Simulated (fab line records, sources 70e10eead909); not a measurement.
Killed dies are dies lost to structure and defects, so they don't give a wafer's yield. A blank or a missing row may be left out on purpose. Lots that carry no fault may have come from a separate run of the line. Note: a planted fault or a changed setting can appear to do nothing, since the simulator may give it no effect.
Chamber matching / flow nand harc / cmp-01 running NHARC_A_CHANNEL_FILL_D2_CMP_10: 4 sister chambers
The step polishes, target thk 150 nm. 4 wafers are shown with their chamber, then 9 later ones without.

== WAFERS WITH THEIR CHAMBER ==
wafer=L085.5; chamber=2; motor current A (A)=12.3
wafer=L085.6; chamber=1; motor current A (A)=10.9
wafer=L088.5; chamber=3; motor current A (A)=11.8
wafer=L088.6; chamber=0; motor current A (A)=10.7

== WAFERS MISSING THEIR CHAMBER ==
wafer=L092.3; motor current A (A)=10.8
wafer=L092.5; motor current A (A)=13.0
wafer=L092.6; motor current A (A)=10.7
wafer=L094.2; motor current A (A)=10.2
wafer=L094.4; motor current A (A)=11.4
wafer=L094.6; motor current A (A)=11.3
wafer=L095.2; motor current A (A)=10.8
wafer=L095.3; motor current A (A)=12.7
wafer=L095.5; motor current A (A)=12.2

== EACH ONE'S CHAMBER ==
wafer=L092.3; from the rows above=can't be placed: 1 or 0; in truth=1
wafer=L092.5; from the rows above=can't be placed: 2 or 3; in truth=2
wafer=L092.6; from the rows above=can't be placed: 0 or 1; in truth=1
wafer=L094.2; from the rows above=can't be placed: 0 or 1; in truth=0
wafer=L094.4; from the rows above=can't be placed: 3 or 1 or 0 or 2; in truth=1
wafer=L094.6; from the rows above=can't be placed: 1 or 3 or 0 or 2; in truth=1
wafer=L095.2; from the rows above=can't be placed: 1 or 0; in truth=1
wafer=L095.3; from the rows above=can't be placed: 2 or 3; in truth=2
wafer=L095.5; from the rows above=can't be placed: 2 or 3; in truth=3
0 of 9 placed correctly. Cannot be placed on the basis of these rows: 9; the candidates contain the true chamber in 9. Wrongly placed: 0.
How it was worked out, from the rows above alone: a wafer's distance from a chamber is the root of the sum, over the readings, of the square of ((its reading less the chamber's mean) divided by the reading's scatter). If the next closest chamber is less than 2 further off than the closest, the wafer can't be placed; otherwise it belongs to the closest. Each chamber's mean is taken over the wafers shown for it. The scatter (one wafer shown for each chamber): square how far every hidden wafer sits from the nearest shown wafer, average those squares and take the square root.
